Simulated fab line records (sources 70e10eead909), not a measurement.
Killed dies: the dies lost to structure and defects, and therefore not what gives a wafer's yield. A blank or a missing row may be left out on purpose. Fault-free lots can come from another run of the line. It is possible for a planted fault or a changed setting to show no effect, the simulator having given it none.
Comparing a struck lot with a sound one ; flow nandHarc ; 14 steps out of a route of 1302
Sound: wafers L983.3, L983.5, L983.6. Struck: wafer L987.1. (L987.4, L987.6 of the same lot were not struck and are left out.) The cause comes at the end.
Order at every step that has rows: each side's tool, ch and its chambers, its first start. Under that, the readings that differ: sound wafers ; struck wafers ; difference of the means ; sigmas: that difference in standard deviations of wafers without a fault.
alike: same words and numbers on both sides, and readings whose means sit less than 2 such deviations apart. not compared: any withheld reading, any reading some wafer has no value for, any bound like >300 that may hide the same value, and any number with overlapping values for which the record gives no deviation.
Wherever a step has rows on one side only, a row that says differs or no value, or a row with sigmas, the two part there. When numbers do not overlap yet have no deviation, they are printed without sigmas and do not part them. A reading that every wafer of one side lacks parts them only if that side has two wafers or more.

first, 3 steps without rows for these wafers: NHARC_A_CHANNEL_HOLE_D1_STRIP_41 (strips in N2/H2); NHARC_A_CHANNEL_HOLE_D1_STRIP_42 (strips in CF4/CHF3); NHARC_A_CHANNEL_HOLE_D1_STRIP_43 (strips in O2/COS).
NHARC_A_CHANNEL_HOLE_D1_ETCH_44: etches the open film in CF4/O2, target depth 140 nm, overetch 14 nm, time 77 s.
  sound on rieDiel-07 ch 0,1,2, day 9 08:04; struck on rieDiel-02 ch 1, day 11 00:40
reading;sound;struck;difference;sigmas
drypumpMotorCurrentA (A);5.0 5.5 5.3;6.2;+0.9;+3
  alike: o2FlowSccm, oesProductAu, rfFwdPowerW, rfVppV, showerheadPlenumPTorr, throttleValvePct
  not compared: rfHoursCounterH
NHARC_A_CHANNEL_HOLE_D1_STRIP_27: strips in O2.
  sound: rieDiel-07 ch 0,1; struck: rieDiel-02 ch 0
reading;sound;struck;difference;sigmas
oesProductAu (a.u.);1.015 1.009 1.015;0.989;-0.024;-2
throttleValvePct (%);17.040 17.048 17.035;17.012;-0.029;-3
  alike: drypumpMotorCurrentA, o2FlowSccm, rfVppV, showerheadPlenumPTorr
  not compared: rfHoursCounterH
then, 2 steps without rows for these wafers: NHARC_A_CHANNEL_HOLE_D1_PRECLEAN_28 (cleans in SC1); NHARC_A_CHANNEL_HOLE_D1_SRD_29.
NHARC_A_CHANNEL_HOLE_D1_CD_MEAS_30:
  sound on cdSem-02 at day 9 08:51; struck on cdSem-02 at day 11 01:28
  alike: cdNm
NHARC_A_CHANNEL_HOLE_D1_XSEM_31:
  sound on xsem-02 ch 0, day 9 08:57; struck on xsem-01 ch 0, day 11 01:33
  alike: botCdNm, bowNm, tiltDeg
NHARC_A_CHANNEL_HOLE_D1_INSPECT_40:
  sound on defectInspect-01 at day 9 09:02; struck on defectInspect-01 at day 11 01:38
  alike: rawDefectCount
then, 2 steps without rows for these wafers: NHARC_A_CHANNEL_FILL_D1_PRECLEAN_00 (cleans in SC1); NHARC_A_CHANNEL_FILL_D1_SRD_01.
NHARC_A_CHANNEL_FILL_D1_ALD_02: deposits SiO2, target thk 6 nm, pulse time 10 s, ald cycles 60.
  sound on aldHk-01 ch 2,3, day 9 10:46; struck on aldHk-02 ch 0, day 11 04:10
reading;sound;struck;difference;sigmas
aldCycles;60 60 60;65;+5;
  alike: heaterPowerOuterW, heaterPowerW, precursorPulseHeightRel
NHARC_A_CHANNEL_FILL_D1_ALD_03: deposits SiNx, target thk 6 nm, pulse time 60 s, ald cycles 58.
  sound: aldSinBatch-02 ch 0; struck: aldSinBatch-01 ch 0
  alike: chamberPressureTorr, precursorPulseHeightRel
  not compared: aldCycles

WHERE THEY PART
Earliest at NHARC_A_CHANNEL_HOLE_D1_ETCH_44; latest, in this record, at NHARC_A_CHANNEL_HOLE_D1_STRIP_27. Later steps at which nothing parts them and some readings are alike: NHARC_A_CHANNEL_HOLE_D1_CD_MEAS_30, NHARC_A_CHANNEL_HOLE_D1_XSEM_31, NHARC_A_CHANNEL_HOLE_D1_INSPECT_40, NHARC_A_CHANNEL_FILL_D1_ALD_02, NHARC_A_CHANNEL_FILL_D1_ALD_03.

WHY: whatever the simulator had introduced
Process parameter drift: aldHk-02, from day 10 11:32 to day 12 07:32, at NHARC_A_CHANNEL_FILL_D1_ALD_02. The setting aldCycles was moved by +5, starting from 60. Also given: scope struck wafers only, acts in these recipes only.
